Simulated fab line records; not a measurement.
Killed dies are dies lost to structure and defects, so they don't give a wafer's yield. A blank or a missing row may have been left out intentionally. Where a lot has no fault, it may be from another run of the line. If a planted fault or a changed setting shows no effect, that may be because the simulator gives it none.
fab line records | flow nand-harc
record: lots: 6 wafers: 18 last-day: 32
route steps=1302 shown A_WL_FILL@956 A_CONTACT@983 END@1302
lots with no fault: from the same line, run without faults
start-h: the number of hours between the record's first day and the start of the first shown wafer of the lot | wait-h: hours since the lot's step before | " identical to the entry in the row above | L1.1+2: one row covering several wafers at once | - no value present, or no start provided | * or withheld: withheld | < > ~ a bound
route shown NAME@n: NAME is a module with steps in the file, n the number in the route of the first one | usual: the fault-free wafers' mean and standard deviation | same: alike in all rows | chamber/n: place in a boat | sites: the reading at each site | _std_site: standard deviation across them | _edge_site: outer sites' mean less inner sites' | radius-mm: how far each site lies from the wafer's centre | mask NAME#n: copy n | behind: the last tool/chamber to shape the wafer | hold: why the lot was held/for how many hours/how that ended | device: the n, p or np transistor that did not switch | end of line: the same wafers' tests at the end of the route | where a step has no rows: the recipe by itself | killed: dies that structure and defects cost at the first sort, which is not the same as the wafer's yield | map: the dies of a wafer, with x for killed, . for not killed, _ for no die there
set.NAME: the setting that was run; set.NAME@STEP: the one run at that earlier step | model.NAME: the simulator's own value behind a step, which no gauge read
lots seen at some steps along the route; tables by step, rows by wafer
services: a tool's chamber out of use, with start hour (start-h, from the record's first day; less than 0 if before it), hours out, and reason
== steps ==
step: NHARC_A_WL_FILL_CVD_03
recipe: target-thk-a: 400 temp-c: 300 pressure-torr: 40 wf6-flow-sccm: 40 h2-flow-sccm: 1600 ar-flow-sccm: 1560 time-s: 279 material: W
step: NHARC_A_WL_FILL_ETCHBACK_04
recipe: target-depth-a: 600 time-s: 120 chemistry: NF3
step: NHARC_A_WL_FILL_ETCHBACK_05
recipe: target-depth-a: 220 time-s: 60 temp-c: 40 chemistry: Cl2/BCl3
usual: drypump-motor-current-A: 6.0/0.32 he-backside-leak-sccm: 3.43/0.16 oes-product-au: 1.002/0.01
columns lot.wafer tool chamber start-h wait-h drypump-motor-current-A he-backside-leak-sccm oes-product-au rf-hours-counter-h
L459.2 rie-metal-02 0 467.78 0.2 5.9 3.20 1.011 0.1
L459.3 " 1 " " 5.6 3.30 0.993 -
L459.6 " 1 " " 5.6 3.24 0.991 -
L461.2 rie-metal-02 1 500.52 0.2 5.6 3.27 1.002 0.4
L461.4 " 1 " " 5.6 3.35 0.985 -
L461.6 " 1 " " 5.6 3.45 1.001 -
L469.4 rie-metal-03 1 551.09 0.2 6.0 3.42 0.982 -
L469.3 " 0 " " 5.7 3.61 0.993 -
L469.5 " 0 " " 5.7 3.62 0.990 -
L470.2 rie-metal-01 0 585.67 0.2 6.6 3.52 1.002 0.1
L470.4 " 1 " " 6.1 3.38 1.024 -
L470.5 " 0 " " 6.6 3.35 1.008 -
L472.1 rie-metal-01 0 599.65 0.2 6.6 3.60 1.004 0.7
L472.3 " 1 " " 6.1 3.41 1.015 -
L472.6 " 1 " " 6.1 3.30 1.014 -
L479.2 rie-metal-02 0 667.50 0.2 5.9 3.19 0.995 0.2
L479.1 " 1 " " 5.6 3.06 0.975 0.2
L479.3 " 0 " " 5.9 3.13 1.004 -
step: NHARC_A_WL_FILL_STRIP_27
recipe: power-w: 1500 temp-c: 250 time-s: 20 chemistry: N2/H2
step: NHARC_A_WL_FILL_STRIP_28
recipe: time-s: 1200 temp-c: 72.5 chemistry: post-etch-residue-remover
step: NHARC_A_WL_FILL_PRECLEAN_06
recipe: time-s: 300 chemistry: DIW
step: NHARC_A_WL_FILL_SRD_07
step: NHARC_A_WL_FILL_ANNEAL_08
recipe: temp-c: 450 time-s: 1800
step: NHARC_A_WL_FILL_ALD_10
recipe: target-thk-a: 500 pulse-time-s: 10 ald-cycles: 500 temp-c: 300 material: SiO2
step: NHARC_A_WL_FILL_ETCHBACK_16
recipe: target-depth-a: 1200 time-s: 24 c4f8-flow-sccm: withheld o2-flow-sccm: 8 ar-flow-sccm: withheld rf-w: 600 bias-w: 800 chemistry: C4F8/O2/Ar
step: NHARC_A_WL_FILL_STRIP_29
recipe: time-s: 20 o2-flow-sccm: 500 ar-flow-sccm: 0 bias-w: 0 chemistry: O2
usual: drypump-motor-current-A: 5.7/0.32 o2-flow-sccm: 500.2/1.6 oes-product-au: 1.001/0.0094 rf-vpp-V: 57.6/0.93 showerhead-plenum-p-Torr: 3.51/0.15 throttle-valve-pct: 17.037/0.0081
same: bias-w: 0
columns lot.wafer tool chamber start-h wait-h drypump-motor-current-A o2-flow-sccm oes-product-au rf-hours-counter-h rf-vpp-V showerhead-plenum-p-Torr throttle-valve-pct
L459.3 rie-diel-08 3 477.56 0.1 5.7 497.5 1.005 2.9 56.3 3.36 17.038
L459.2 " 2 " " 5.3 500.3 1.009 2.2 58.0 3.69 17.048
L459.6 " 3 " " 5.7 497.8 1.006 - 57.2 3.36 17.051
L461.2 rie-diel-03 1 510.23 0.1 6.1 502.6 0.993 0.8 55.9 3.63 17.033
L461.4 " 2 " " 5.9 500.4 0.999 0.7 58.4 3.68 17.041
L461.6 " 0 " " 5.5 500.5 1.002 - 56.6 3.38 17.045
L469.3 rie-diel-03 0 563.32 0.1 5.5 500.9 0.994 1.9 57.5 3.38 17.040
L469.4 " 0 " " 5.5 500.2 0.996 - 58.1 3.38 17.037
L469.5 " 3 " " 5.1 498.9 1.013 - 58.6 3.54 17.035
L470.4 rie-diel-02 1 595.91 0.1 6.0 498.5 1.018 1.3 57.1 3.75 17.036
L470.2 " 3 " " 5.9 501.1 1.011 1.1 57.8 3.71 17.030
L470.5 " 0 " " 6.0 501.8 0.983 - 57.0 3.28 17.046
L472.1 rie-diel-02 3 608.99 0.1 6.0 498.9 1.008 1.2 58.0 3.71 17.032
L472.3 " 1 " " 6.0 502.9 1.012 1.4 58.8 3.75 17.037
L472.6 " 0 " " 6.0 499.5 0.996 - 55.6 3.28 17.032
L479.2 rie-diel-03 3 677.58 0.1 5.1 502.7 1.001 0.7 57.5 3.54 17.041
L479.1 " 0 " " 5.5 502.2 1.008 0.7 57.7 3.38 17.028
L479.3 " 2 " " 5.9 496.8 1.020 0.6 59.4 3.68 17.041
step: NHARC_A_WL_FILL_ETCHBACK_17
recipe: target-depth-a: 40 time-s: 26.7 chemistry: Cl2/BCl3
usual: drypump-motor-current-A: 6.0/0.36 he-backside-leak-sccm: 3.42/0.16 oes-product-au: 1.003/0.0098
columns lot.wafer tool chamber start-h wait-h drypump-motor-current-A he-backside-leak-sccm oes-product-au rf-hours-counter-h
L459.2 rie-metal-02 0 477.68 - 5.9 3.05 1.013 0.2
L459.3 " 0 " " 5.9 3.25 0.999 -
L459.6 " 1 " " 5.6 3.14 0.991 -
L461.2 rie-metal-01 0 510.31 - 6.6 3.43 1.001 1.7
L461.4 " 1 " " 6.1 3.46 1.015 -
L461.6 " 0 " " 6.6 3.57 1.007 -
L469.4 rie-metal-01 1 563.46 - 6.1 3.60 1.006 -
L469.3 " 0 " " 6.6 3.52 0.992 -
L469.5 " 0 " " 6.5 3.66 0.993 -
L470.2 rie-metal-01 1 596.01 - 6.1 3.59 1.025 0.5
L470.4 " 1 " " 6.1 3.54 1.016 -
L470.5 " 0 " " 6.6 3.63 0.993 -
L472.1 rie-metal-02 1 609.09 - 5.6 3.35 0.998 2.5
L472.3 " 1 " " 5.6 3.10 0.992 -
L472.6 " 1 " " 5.6 3.24 0.991 -
L479.2 rie-metal-02 1 677.67 - 5.6 3.72 0.996 0.3
L479.1 " 0 " " 6.0 3.22 0.997 0.3
L479.3 " 0 " " 5.9 3.28 1.002 -
step: NHARC_A_WL_FILL_PRECLEAN_18
recipe: time-s: 30 chemistry: dHF
step: NHARC_A_WL_FILL_SRD_21
step: NHARC_A_WL_FILL_CVD_23
recipe: target-thk-a: 400 temp-c: 620 pressure-mtorr: 200 time-s: 800 material: poly-Si
step: NHARC_A_WL_FILL_ETCHBACK_26
recipe: target-depth-a: 520 time-s: 13.3 hbr-flow-sccm: 150 rf-w: 350 icp-w: 350 bias-w: 60 chemistry: HBr
usual: bias-w: 59.99/0.2 drypump-motor-current-A: 5.80/0.29 he-backside-leak-sccm: 2.62/0.29 oes-product-au: 1.005/0.01 throttle-valve-pct: 23.267/0.01
columns lot.wafer tool chamber start-h wait-h bias-w drypump-motor-current-A he-backside-leak-sccm oes-product-au rf-hours-counter-h throttle-valve-pct
L459.3 rie-si-06 1 482.90 0.4 59.97 5.59 2.36 0.998 0.24 23.288
L459.2 " 2 " " 59.68 5.67 2.69 0.987 0.34 23.273
L459.6 " 0 " " 60.21 5.79 2.58 0.999 - 23.256
L461.4 rie-si-06 0 515.48 0.4 59.98 5.79 2.45 0.997 0.62 23.258
L461.2 " 1 " " 59.82 5.63 2.56 0.999 0.39 23.274
L461.6 " 3 " " 60.07 5.86 2.56 0.997 - 23.269
L469.3 rie-si-06 1 568.66 0.4 60.22 5.63 2.39 1.004 0.64 23.269
L469.4 " 3 " " 60.01 5.89 2.20 0.997 0.88 23.271
L469.5 " 0 " " 59.98 5.79 2.54 1.002 - 23.264
L470.4 rie-si-06 2 601.21 0.4 59.89 5.69 2.50 1.000 1.01 23.265
L470.2 " 3 " " 59.81 5.89 2.72 1.026 1.09 23.264
L470.5 " 2 " " 59.87 5.68 2.72 0.996 - 23.259
L472.3 rie-si-06 1 614.34 0.4 59.67 5.63 2.36 1.008 0 23.254
L472.1 " 2 " " 60.19 5.68 2.50 1.003 0 23.272
L472.6 " 1 " " 59.87 5.64 2.40 1.010 - 23.271
L479.2 rie-si-01 3 682.79 0.4 59.89 5.99 2.56 1.008 0.71 23.266
L479.1 " 0 " " 60.02 6.00 2.94 0.999 0.84 23.266
L479.3 " 1 " " 59.99 5.36 2.40 1.008 0.82 23.271
step: NHARC_A_WL_FILL_PRECLEAN_30
recipe: time-s: 10 chemistry: dHF
step: NHARC_A_WL_FILL_SRD_14
step: NHARC_A_WL_FILL_ALD_19
recipe: target-thk-a: 20 pulse-time-s: 3 ald-cycles: 100 temp-c: 450 material: TiN
step: NHARC_A_WL_FILL_CVD_20
recipe: target-thk-a: 1000 temp-c: 400 pressure-torr: 40 wf6-flow-sccm: 40 h2-flow-sccm: 1600 ar-flow-sccm: 1560 time-s: 74 material: W
usual: chamber-pressure-Torr: 40.01/0.096 heater-power-w: 808/62 throttle-valve-pct: 7.77/0.21
columns lot.wafer tool chamber start-h wait-h chamber-pressure-Torr heater-power-w throttle-valve-pct
L459.2 cvd-w-02 1 - - 39.98 811 7.74
L459.3 " 1 " " 39.94 811 7.70
L459.6 " 0 " " 40.04 911 7.72
L461.2 cvd-w-01 1 - - 39.84 770 8.10
L461.4 " 1 " " 40.01 778 8.09
L461.6 " 0 " " 40.03 797 7.66
L469.3 cvd-w-01 1 - - 40.04 734 7.70
L469.4 " 0 " " 40.03 763 7.83
L469.5 " 1 " " 39.96 753 7.90
L470.2 cvd-w-01 1 - - 40.11 758 7.87
L470.4 " 0 " " 40.04 771 8.06
L470.5 " 0 " " 40.12 776 7.98
L472.1 cvd-w-02 1 - - 40.24 829 7.51
L472.3 " 1 " " 40.10 815 7.77
L472.6 " 0 " " 40.05 952 7.55
L479.2 cvd-w-02 0 - - 40.11 909 7.82
L479.1 " 1 " " 40.06 833 7.52
L479.3 " 0 " " 40.15 914 7.69
step: NHARC_A_WL_FILL_CMP_12
recipe: t-overpolish-s: 30 target-thk-nm: 100
step: NHARC_A_WL_FILL_SRD_31
step: NHARC_A_CONTACT_DEP_24
recipe: target-thk-a: 5000 temp-c: 400 pressure-torr: 6.5 rf-w: 900 teos-flow-sccm: 161.4 flow-sccm: 2650 target-thk-nm: 500 gas: O2 material: SiO2
step: NHARC_A_CONTACT_DEP_28
recipe: target-thk-a: 70000 temp-c: 400 material: aC
usual: throttle-valve-pct: 34.999/0.0084
columns lot.wafer tool chamber start-h wait-h throttle-valve-pct
L459.2 acl-dep-02 0 485.77 1.2 35.005
L459.3 " 0 " " 34.998
L459.6 " 0 488.60 4.0 34.980
L461.2 acl-dep-03 0 518.26 0.9 34.993
L461.4 " 0 519.67 2.3 35.000
L461.6 " 0 521.07 3.7 35.001
L469.3 acl-dep-01 0 571.85 1.5 35.011
L469.4 " 0 " " 35.009
L469.5 " 0 " " 34.987
L470.2 acl-dep-03 0 603.72 0.8 34.994
L470.4 " 0 605.13 2.2 35.006
L470.5 " 0 " " 35.012
L472.1 acl-dep-03 0 623.25 7.2 34.988
L472.3 " 0 624.66 8.6 34.991
L472.6 " 0 626.77 10.7 34.999
L479.1 acl-dep-02 0 685.07 0.6 34.984
L479.2 " 0 " " 35.010
L479.3 " 0 " " 34.999
step: NHARC_A_CONTACT_DEP_29
recipe: target-thk-a: 1000 target-thk-nm: 100 temp-c: 400 pressure-torr: 3.5 flow-sccm: 200 rf-w: 350 material: SiON
step: NHARC_A_CONTACT_DEHYDRATE_32
recipe: temp-c: 150 time-s: 120
step: NHARC_A_CONTACT_HMDS_33
recipe: time-s: 30
step: NHARC_A_CONTACT_COAT_34
recipe: temp-c: 260 time-s: 75
step: NHARC_A_CONTACT_COAT_35
recipe: temp-c: 225 time-s: 65
step: NHARC_A_CONTACT_COAT_36
recipe: spin-rpm: 1500 resist-thk-nm: 90
step: NHARC_A_CONTACT_SOFTBAKE_37
recipe: temp-c: 105 time-s: 55
step: NHARC_A_CONTACT_EBR_38
step: NHARC_A_CONTACT_EXPOSE_39
recipe: na: 1.35 sigma-outer: 0.8 dose-mj: 58.79 mask-id: A_CC_3
step: NHARC_A_CONTACT_PEB_40
recipe: peb-temp-c: 100 peb-time-s: 65
step: NHARC_A_CONTACT_DEVELOP_41
recipe: develop-time-s: 35 dev-temp-c: 23
step: NHARC_A_CONTACT_CD_MEAS_42
recipe: target-cd-nm: 300 landing-energy-ev: 500
usual: cd-nm: 300.2/0.53
columns lot.wafer tool chamber start-h wait-h cd-nm
L459.2 cd-sem-01 0 490.05 - 300.2
L459.3 " 0 " " 300.5
L459.6 " 0 " " 300.2
L461.2 cd-sem-03 0 522.52 - 301.0
L461.4 " 0 " " 301.0
L461.6 " 0 " " 301.2
L469.3 cd-sem-03 0 575.31 - 300.1
L469.4 " 0 " " 299.8
L469.5 " 0 " " 299.4
L470.2 cd-sem-02 0 607.86 - 300.5
L470.4 " 0 " " 299.4
L470.5 " 0 " " 300.4
L472.1 cd-sem-02 0 628.21 - 300.1
L472.3 " 0 " " 299.9
L472.6 " 0 " " 300.8
L479.1 cd-sem-02 0 689.98 - 299.7
L479.2 " 0 " " 300.6
L479.3 " 0 " " 300.9
step: NHARC_END_SORT_01
recipe: temp-c: 25
usual: killed-at-array: 55/19 killed-at-other: 0.6/0.99 killed-at-periphery: 4.2/2.6 killed-dies: 60/18 killed-open: 3.4/1.7 killed-short: 2.3/1.5
same: gross-dies: 677
columns lot.wafer tool chamber start-h wait-h killed-at-array killed-at-other killed-at-periphery killed-dies killed-open killed-short
L461.2 prober-02 0 604.34 2.8 74 1 3 78 4 1
L461.4 prober-02 0 605.97 3.5 66 0 6 72 3 2
L461.6 prober-02 0 607.61 4.1 81 1 2 84 3 4
L469.3 prober-02 0 647.00 3.1 141 0 7 148 2 1
L469.4 prober-02 0 647.80 3.4 161 0 3 164 5 1
L469.5 prober-02 0 648.61 3.7 152 0 7 159 2 3
L470.2 prober-02 0 683.16 2.8 111 2 5 118 5 1
L470.4 prober-02 0 684.77 3.4 124 2 3 129 3 2
L470.5 prober-02 0 685.58 3.7 131 2 6 139 5 3
L472.1 prober-01 0 696.51 2.5 63 1 2 66 3 2
L472.3 prober-01 0 698.11 3.1 68 0 4 72 5 1
L472.6 prober-01 0 700.51 4.0 76 0 2 78 6 4
L479.1 prober-01 0 761.58 2.5 67 0 6 73 4 4
L479.2 prober-01 0 762.38 2.8 62 1 2 65 3 0
L479.3 prober-01 0 763.18 3.1 54 0 6 60 2 1
killed by level:class
L461.2 A_SLIT:chamber-film-flake=28 A_CHANNEL_HOLE_D2:chamber-film-flake=26 A_CHANNEL_HOLE_D1:chamber-film-flake=5 A_STAIRCASE:chamber-film-flake=4 A_SGD_CUT:chamber-film-flake=2 A_CONTACT:chamber-film-flake=2 P_CONTACT:geometric-particle:short=1 P_M1:geometric-particle:open=1
L461.4 A_SLIT:chamber-film-flake=24 A_CHANNEL_HOLE_D2:chamber-film-flake=23 A_CHANNEL_HOLE_D1:chamber-film-flake=4 A_STAIRCASE:chamber-film-flake=4 P_M2:chamber-film-flake=3 A_CONTACT:chamber-film-flake=3 A_M1:chamber-film-flake=3 P_GATE:geometric-particle:open=1
L461.6 A_CHANNEL_HOLE_D2:chamber-film-flake=32 A_SLIT:chamber-film-flake=26 A_CHANNEL_HOLE_D1:chamber-film-flake=5 A_SGD_CUT:chamber-film-flake=5 A_STAIRCASE:chamber-film-flake=4 A_CHANNEL_FILL_D1:geometric-particle:short=2 A_CHANNEL_FILL_D2:geometric-particle:open=2 A_M1:chamber-film-flake=2
L469.3 A_WL_FILL:unspecified=92 A_CHANNEL_HOLE_D1:chamber-film-flake=27 A_CHANNEL_HOLE_D2:chamber-film-flake=9 P_BONDPAD:chamber-film-flake=5 A_CONTACT:chamber-film-flake=4 P_GATE:chamber-film-flake=2 A_CHANNEL_FILL_D1:chamber-film-flake=2 A_SLIT:chamber-film-flake=2
L469.4 A_WL_FILL:unspecified=104 A_CHANNEL_HOLE_D1:chamber-film-flake=21 A_CHANNEL_HOLE_D2:chamber-film-flake=12 A_CONTACT:chamber-film-flake=5 A_CHANNEL_FILL_D1:chamber-film-flake=4 A_WL_FILL:chamber-film-flake=3 A_DECK1_JOINT:chamber-film-flake=2 A_CHANNEL_FILL_D2:chamber-film-flake=2
L469.5 A_WL_FILL:unspecified=92 A_CHANNEL_HOLE_D1:chamber-film-flake=23 A_CHANNEL_HOLE_D2:chamber-film-flake=16 A_CHANNEL_FILL_D1:chamber-film-flake=4 A_SLIT:chamber-film-flake=4 P_BONDPAD:chamber-film-flake=3 A_CONTACT:chamber-film-flake=3 A_STAIRCASE:chamber-film-flake=3
L470.2 A_WL_FILL:unspecified=88 A_CHANNEL_HOLE_D1:chamber-film-flake=5 A_STAIRCASE:chamber-film-flake=5 A_CONTACT:chamber-film-flake=3 P_M0:geometric-particle:open=2 P_M0:chamber-film-flake=2 A_SLIT:chamber-film-flake=2 THIN_TSV:chamber-film-flake=2
L470.4 A_WL_FILL:unspecified=99 A_CHANNEL_HOLE_D1:chamber-film-flake=5 A_STAIRCASE:chamber-film-flake=5 A_CONTACT:chamber-film-flake=5 A_SLIT:chamber-film-flake=2 A_BONDPAD:chamber-film-flake=2 THIN_TSV:chamber-film-flake=2 P_GATE:geometric-particle:open=1
L470.5 A_WL_FILL:unspecified=102 A_CHANNEL_HOLE_D1:chamber-film-flake=10 A_STAIRCASE:chamber-film-flake=4 A_CHANNEL_FILL_D1:chamber-film-flake=3 A_CONTACT:chamber-film-flake=3 P_M0:chamber-film-flake=2 A_SLIT:chamber-film-flake=2 A_WL_FILL:chamber-film-flake=2
L472.1 A_CHANNEL_HOLE_D1:chamber-film-flake=30 A_CHANNEL_HOLE_D2:chamber-film-flake=19 A_M0:chamber-film-flake=3 A_SLIT:chamber-film-flake=2 A_DECK1_JOINT:chamber-film-flake=2 P_M0:geometric-particle:open=1 A_DECK1_JOINT:geometric-particle:short=1 A_ONON_D2:geometric-particle:short=1
L472.3 A_CHANNEL_HOLE_D1:chamber-film-flake=36 A_CHANNEL_HOLE_D2:chamber-film-flake=16 A_WL_FILL:chamber-film-flake=5 A_M0:chamber-film-flake=4 P_M0:geometric-particle:open=3 A_CHANNEL_FILL_D2:chamber-film-flake=2 A_SGD_CUT:chamber-film-flake=2 P_CONTACT:geometric-particle:open=1
L472.6 A_CHANNEL_HOLE_D1:chamber-film-flake=34 A_CHANNEL_HOLE_D2:chamber-film-flake=17 A_SLIT:chamber-film-flake=5 A_ONON_D2:geometric-particle:open=3 A_CONTACT:chamber-film-flake=3 A_WL_FILL:geometric-particle:short=2 P_ZERO_WELL:chamber-film-flake=2 A_M0:chamber-film-flake=2
L479.1 A_CHANNEL_HOLE_D2:chamber-film-flake=26 A_CHANNEL_HOLE_D1:chamber-film-flake=10 A_SLIT:chamber-film-flake=8 A_CONTACT:chamber-film-flake=8 A_WL_FILL:chamber-film-flake=5 P_M2:chamber-film-flake=3 A_WL_FILL:geometric-particle:short=2 A_STAIRCASE:chamber-film-flake=2
L479.2 A_CHANNEL_HOLE_D2:chamber-film-flake=26 A_CHANNEL_HOLE_D1:chamber-film-flake=17 A_WL_FILL:chamber-film-flake=4 A_CONTACT:chamber-film-flake=4 A_SLIT:chamber-film-flake=3 A_DECK1_JOINT:chamber-film-flake=3 P_M2:chamber-film-flake=2 A_CHANNEL_FILL_D1:geometric-particle:open=1
L479.3 A_CHANNEL_HOLE_D2:chamber-film-flake=19 A_CHANNEL_HOLE_D1:chamber-film-flake=12 A_SLIT:chamber-film-flake=10 P_M2:chamber-film-flake=4 A_DECK1_JOINT:chamber-film-flake=3 A_STAIRCASE:chamber-film-flake=3 A_WL_FILL:chamber-film-flake=2 A_CONTACT:chamber-film-flake=2
map L469.4 (x killed, . not)
____________.____________
_________.x..x.._________
_______......x...._______
______.x...........______
_____....x....x....._____
____.......x...xx....____
____....x...x........____
___....x.......x.x....___
___..............x..x.___
__..............x......__
__..............x...x..__
_..............x........_
_.............xxx......._
_............x.x........_
_............xx...x....._
_x..........x..x........_
x.xx......xx.xxxx........
x.x.........xxxx.x.......
xxx........xxxxxxx.......
xxx........xxxxxxx.x..x..
xxxxx.....xxxxxxxx.......
_xx.x....xxxxxxxxxx....._
_x......x.xxxxxxxxx....._
_xx......x.xxxxxxxx....._
_x......x.xxxxxxxx......_
_x........xxxxxxxx......_
__.....x...xxxxxxxx....__
__........xxxxxxx......__
___..x.....xxxxx.x....___
___....x..............___
____...........x.x...____
____..x..............____
_____..............._____
______x............______
_______..........._______
_________......._________
____________.____________
map L470.5 (x killed, . not)
____________.____________
_________......._________
_______........x.._______
______.............______
_____x........x....._____
____.x.........x.....____
____.................____
___...................___
___...................___
__...........x.........__
__..xx........x.......x__
_.....x........x.x......_
_..................x..x._
_.................xx...._
_..x........x...xxxxx..._
_..............xxxxxxx.._
..x..........xxxxxxxx....
...............xxxxxxx...
..............xxxxxxxxx..
.............xxxxxxxxxxx.
.........x..x.xxxxxxxxx..
_.............xxxxxxxxx._
_............xxxxxxxxx.._
_..x........x.xxxxxxxx.._
_.............x.xxxxxx.._
_..........x...xxxxxx..._
__..............x.xx...__
__.....x.........xx.x..__
___...................___
___......x............___
____........x........____
____......xx.........____
_____....x.x...x...._____
______.......x.xx..______
_______......x...._______
_________......._________
____________x____________
== services ==
columns tool chamber start-h hours kind
rie-diel-02 - 449.78 0.7 repair
cvd-w-02 - 450.55 13.0 pm
rie-metal-02 - 454.00 9.0 pm
rie-diel-03 - 458.30 9.0 pm
acl-dep-03 - 481.75 13.0 pm
rie-si-06 1 485.46 3.4 repair
rie-metal-02 1 488.97 1.2 repair
cvd-w-02 - 515.87 0.6 repair
rie-si-06 0 516.10 5.0 repair
rie-diel-02 3 516.28 8.4 repair
cvd-w-02 - 522.17 0.4 repair
rie-metal-02 - 530.85 1.0 repair
cvd-w-01 - 547.00 13.0 pm
rie-diel-03 2 560.39 14.7 repair
rie-metal-01 - 575.00 9.0 pm
rie-si-06 0 584.90 7.4 repair
rie-si-06 - 603.06 9.0 pm
rie-metal-02 - 631.00 9.0 pm
cvd-w-02 - 631.55 13.0 pm
rie-diel-03 - 635.30 9.0 pm
rie-diel-03 - 644.40 0.2 repair
acl-dep-03 - 663.99 13.0 pm
rie-si-06 0 676.13 46.7 repair
rie-diel-03 - 680.59 0.4 repair
== key ==
first-sign: step: NHARC_END_SORT_01 reading: killed-dies direction: up sigmas: 4.5 usual: 60 struck: 143
effect: step: NHARC_END_SORT_01 reading: killed-at-array direction: up sigmas: 4.3 usual: 55 struck: 137
more-kills-born-at: NHARC_A_WL_FILL_ETCHBACK_17@rie-metal-01: 573
met-at NHARC_A_WL_FILL_ETCHBACK_17
struck-wafers L469.3,L469.4,L469.5,L470.2,L470.4,L470.5
tester-left-out L469,L470
onset-between 510.31 563.46
also-fits NHARC_A_WL_FILL_CVD_20:cvd-w-01
fault: kind: chamber-particle-source tool: rie-metal-01 chamber: - onset-h: 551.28 steps: NHARC_A_WL_FILL_ETCHBACK_17 rate-per-visit-cm2: 1.4248 end-h: 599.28
tester-left-out: of these lots the tester's yield and bins aren't shown, on N5 and GAA mostly nor the transistor test; their killed dies are dies lost to structure and defects alone, not to doping, threshold or leakage, so they don't give the yield
